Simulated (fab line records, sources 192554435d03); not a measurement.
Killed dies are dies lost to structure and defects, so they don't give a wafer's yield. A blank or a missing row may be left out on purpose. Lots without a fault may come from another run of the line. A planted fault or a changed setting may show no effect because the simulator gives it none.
Which tool did it? | flow n5_finfet | 9 lots, 27 wafers sampled, at 6 steps of a route of 1938

WHAT THE GAUGES READ, wafer by wafer
N5_BEOL_M0_RS_MEAS_126: measures by four-point-probe. Usual: M0_RS 0.526 ohm/sq, standard deviation 0.023.
lot  | measured     | on            | M0_RS (ohm/sq)    | flag
L539 | day 6 04:31  | film_metro-01 | 0.526 0.484 0.520 |
L542 | day 7 00:47  | film_metro-01 | 0.532 0.535 0.545 |
L543 | day 7 04:52  | film_metro-01 | 0.539 0.514 0.497 |
L544 | day 7 12:32  | film_metro-02 | 0.533 0.551 1.143 | OFF
L546 | day 8 01:43  | film_metro-02 | 0.562 0.553 0.554 |
L547 | day 8 08:33  | film_metro-02 | 0.517 1.136 1.116 | OFF
L556 | day 10 15:16 | film_metro-01 | 0.517 0.528 0.507 |
L557 | day 10 17:21 | film_metro-01 | 0.543 0.519 0.551 |
L560 | day 11 15:14 | film_metro-02 | 0.513 0.511 0.508 |

N5_BEOL_M4_RC_MEAS_101. Usual: DIBL_N 36.0 mV/V, standard deviation 2.5; DIBL_P 36.7 mV/V, standard deviation 3; IOFF_N 0.16 nA/um, standard deviation 0.043; IOFF_P 0.21 nA/um, standard deviation 0.049; ION_N 673 uA/um, standard deviation 15; ION_P 461 uA/um, standard deviation 9.8; SS_N 71.5 mV/dec, standard deviation 0.83; SS_P 73.4 mV/dec, standard deviation 0.83; VT_N 250 mV, standard deviation 4; VT_P -251 mV, standard deviation 4.
lot  | measured     | on        | DIBL_N (mV/V)  | DIBL_P (mV/V)  | IOFF_N (nA/um) | IOFF_P (nA/um) | ION_N (uA/um) | ION_P (uA/um) | SS_N (mV/dec)  | SS_P (mV/dec)  | VT_N (mV)   | VT_P (mV)      | flag
L539 | day 7 16:49  | prober-02 | 41.7 36.4 36.7 | 41.5 34.4 34.5 | 0.27 0.14 0.15 | 0.30 0.17 0.18 | 687 663 664   | 465 449 449   | 73.2 71.2 71.7 | 75.1 73.3 74.0 | 244 255 255 | -247 -257 -255 |
L542 | day 8 18:52  | prober-01 | 29.9 35.4 32.0 | 30.0 36.9 32.9 | 0.09 0.16 0.11 | 0.13 0.22 0.17 | 677 671 675   | 470 467 475   | 69.7 71.6 71.5 | 71.6 72.5 71.8 | 256 245 254 | -257 -249 -250 |
L543 | day 9 00:22  | prober-01 | 40.5 32.2 38.0 | 41.9 32.5 39.1 | 0.23 0.09 0.18 | 0.29 0.15 0.24 | 687 647 681   | 465 452 465   | 72.0 69.8 71.5 | 73.8 71.4 73.0 | 244 258 248 | -245 -253 -247 |
L544 | day 9 07:55  | prober-01 | 34.7 39.3 35.2 | 36.8 41.9 37.8 | 0.13 0.24 0.14 | 0.22 0.32 0.23 | 668 697 660   | 469 476 461   | 71.1 72.0 70.2 | 74.0 74.6 74.2 | 250 244 253 | -248 -243 -248 |
L546 | day 10 00:22 | prober-01 | 38.4 35.0 36.9 | 38.0 35.9 38.2 | 0.19 0.13 0.16 | 0.23 0.19 0.23 | 673 665 664   | 462 456 460   | 72.0 71.3 72.0 | 74.1 73.1 74.3 | 252 254 252 | -251 -253 -250 |
L547 | day 10 02:14 | prober-01 | 39.2 35.1 33.3 | 43.4 35.1 35.7 | 0.28 0.17 0.13 | 0.32 0.18 0.17 | 689 666 677   | 470 456 463   | 72.0 71.2 69.9 | 75.1 73.2 72.6 | 242 249 251 | -244 -254 -254 |
L556 | day 13 08:08 | prober-02 | 34.8 31.6 27.6 | 37.1 33.3 28.4 | 0.16 0.11 0.07 | 0.19 0.14 0.11 | 679 664 649   | 462 454 455   | 71.5 70.2 69.4 | 73.4 72.8 71.7 | 248 258 258 | -252 -256 -257 |
L557 | day 13 00:16 | prober-02 | 33.7 35.5 37.5 | 35.3 37.1 38.7 | 0.12 0.15 0.17 | 0.17 0.19 0.20 | 674 679 666   | 458 461 445   | 71.4 71.3 72.2 | 72.8 73.7 74.1 | 255 250 253 | -256 -253 -252 |
L560 | day 14 07:53 | prober-01 | 36.6 35.8 35.0 | 39.2 38.0 36.9 | 0.19 0.16 0.14 | 0.24 0.21 0.20 | 694 684 669   | 479 469 461   | 70.8 71.7 71.0 | 73.8 73.5 73.1 | 242 248 252 | -249 -251 -250 |

WHICH TOOL RAN EACH LOT (tool, then ch and the chambers of the sampled wafers, then the start)
lot  | N5_BEOL_M0_SAQP_ILD_DEP_01      | N5_BEOL_M0_DEGAS_112         | N5_BEOL_M0_ANNEAL_117        | N5_BEOL_M1_ILD_DEP_00
L539 | pecvd-01 ch 1,2, day 5 14:59    | pvd_sputter-01, day 6 02:00  | pvd_sputter-01, day 6 02:49  | pecvd-03 ch 1,2, day 6 04:34
L542 | pecvd-01 ch 0,1,2, day 6 11:01  | pvd_sputter-03, day 6 22:07  | pvd_sputter-02, day 6 23:01  | pecvd-04 ch 0,1,2, day 7 00:50
L543 | pecvd-01 ch 0,1,2, day 6 15:08  | pvd_sputter-03, day 7 01:43  | pvd_sputter-01, day 7 03:09  | pecvd-04 ch 0,1,2, day 7 04:56
L544 | pecvd-01 ch 0,2, day 6 23:08    | pvd_sputter-03, day 7 10:28  | pvd_sputter-02, day 7 11:09  | pecvd-04 ch 0,1,2, day 7 12:37
L546 | pecvd-02 ch 1,2, day 7 13:09    | pvd_sputter-01, day 7 22:16  | pvd_sputter-03, day 8 00:23  | pecvd-04 ch 0,1, day 8 01:47
L547 | pecvd-01 ch 0,1, day 7 16:08    | pvd_sputter-01, day 8 06:20  | pvd_sputter-03, day 8 07:01  | pecvd-03 ch 1,2, day 8 08:37
L556 | pecvd-02 ch 0,1, day 9 23:28    | pvd_sputter-01, day 10 12:55 | pvd_sputter-03, day 10 13:56 | pecvd-04 ch 0,2, day 10 15:20
L557 | pecvd-01 ch 0,1,2, day 10 04:07 | pvd_sputter-03, day 10 15:14 | pvd_sputter-01, day 10 16:02 | pecvd-04 ch 0,1,2, day 10 17:25
L560 | pecvd-01 ch 0,1,2, day 11 02:20 | pvd_sputter-01, day 11 12:56 | pvd_sputter-03, day 11 13:52 | pecvd-02 ch 0,1, day 11 15:17
- N5_BEOL_M0_SAQP_ILD_DEP_01: deposits SiOC from DEMS/O2, target thk 45.419 nm, time 8.7 s.
- N5_BEOL_M0_DEGAS_112: time 60 s.
- N5_BEOL_M0_ANNEAL_117: time 60 s.
- N5_BEOL_M1_ILD_DEP_00: deposits SiOC from DEMS/O2, target thk 79 nm, time 15.3 s.

WHAT THE TOOLS THEMSELVES READ (means of the sampled wafers that have a number; where no wafer has one, the mark that the record gives instead)
N5_BEOL_M0_SAQP_ILD_DEP_01. Usual: heater_power_w 517 W, standard deviation 100; showerhead_plenum_p_Torr 5.689 Torr, standard deviation 0.016; throttle_valve_pct 11.9 %, standard deviation 0.34.
lot  | tool     | heater_power_w (W) | showerhead_plenum_p_Torr (Torr) | throttle_valve_pct (%) | flag
L539 | pecvd-01 | 666                | 5.679                           | 12.0                   |
L542 | pecvd-01 | 530                | 5.674                           | 11.9                   |
L543 | pecvd-01 | 567                | 5.673                           | 11.8                   |
L544 | pecvd-01 | 610                | 5.689                           | 11.7                   |
L546 | pecvd-02 | 384                | 5.701                           | 11.8                   |
L547 | pecvd-01 | 427                | 5.671                           | 11.8                   |
L556 | pecvd-02 | 428                | 5.699                           | 12.2                   |
L557 | pecvd-01 | 583                | 5.675                           | 12.0                   |
L560 | pecvd-01 | 537                | 5.679                           | 12.0                   |

N5_BEOL_M0_DEGAS_112. Usual: heater_power_w 325 W, standard deviation 28.
lot  | tool           | heater_power_w (W) | flag
L539 | pvd_sputter-01 | 341                |
L542 | pvd_sputter-03 | 324                |
L543 | pvd_sputter-03 | 324                |
L544 | pvd_sputter-03 | 336                |
L546 | pvd_sputter-01 | 313                |
L547 | pvd_sputter-01 | 300                |
L556 | pvd_sputter-01 | 309                |
L557 | pvd_sputter-03 | 334                |
L560 | pvd_sputter-01 | 302                |

N5_BEOL_M0_ANNEAL_117. Usual: heater_power_w 811 W, standard deviation 70; susceptor_temp_C_max 400.77, standard deviation 0.3.
lot  | tool           | heater_power_w (W) | susceptor_temp_C_max | flag
L539 | pvd_sputter-01 | 797                | 400.79               |
L542 | pvd_sputter-02 | 919                | 400.76               |
L543 | pvd_sputter-01 | 754                | 400.84               |
L544 | pvd_sputter-02 | 823                | 400.93               |
L546 | pvd_sputter-03 | 833                | 400.61               |
L547 | pvd_sputter-03 | 814                | 400.92               |
L556 | pvd_sputter-03 | 808                | 400.81               |
L557 | pvd_sputter-01 | 792                | 400.47               |
L560 | pvd_sputter-03 | 798                | 400.95               |

N5_BEOL_M1_ILD_DEP_00. Usual: heater_power_w 482 W, standard deviation 65; showerhead_plenum_p_Torr 5.695 Torr, standard deviation 0.012; throttle_valve_pct 12.0 %, standard deviation 0.91.
lot  | tool     | heater_power_w (W) | showerhead_plenum_p_Torr (Torr) | throttle_valve_pct (%) | flag
L539 | pecvd-03 | 602                | 5.695                           | 11.9                   |
L542 | pecvd-04 | 479                | 5.690                           | 12.2                   |
L543 | pecvd-04 | 446                | 5.681                           | 11.9                   |
L544 | pecvd-04 | 508                | 5.686                           | 11.9                   |
L546 | pecvd-04 | 437                | 5.690                           | 11.9                   |
L547 | pecvd-03 | 579                | 5.694                           | 11.8                   |
L556 | pecvd-04 | 517                | 5.688                           | 12.9                   |
L557 | pecvd-04 | 497                | 5.698                           | 12.1                   |
L560 | pecvd-02 | 419                | 5.697                           | 12.2                   |

THE ANSWER, worked out from the rows above alone
Rule: a lot is off if the mean of its wafers that have a number lies more than 3 standard deviations from the usual mean. A lot without any number at a reading at which 4 lots or more have one is off too. The other lots that the step has rows for count as sound. The gauges are gone through in route order, then the tools' own readings, and for those a lot's mean is taken as printed above. The first step at which some lot is off is used, and at that step the reading that is off furthest; a lot without a number counts as furthest.
Off: L544, L547, at N5_BEOL_M0_RS_MEAS_126 (M0_RS).
A tool fits if, at a process step before that reading, it ran every lot that is off, and no sound lot after the first of them. The gauges at N5_BEOL_M0_RS_MEAS_126 are tried like those tools. None of those tried fits.

WHAT THE SIMULATOR HAD PUT IN
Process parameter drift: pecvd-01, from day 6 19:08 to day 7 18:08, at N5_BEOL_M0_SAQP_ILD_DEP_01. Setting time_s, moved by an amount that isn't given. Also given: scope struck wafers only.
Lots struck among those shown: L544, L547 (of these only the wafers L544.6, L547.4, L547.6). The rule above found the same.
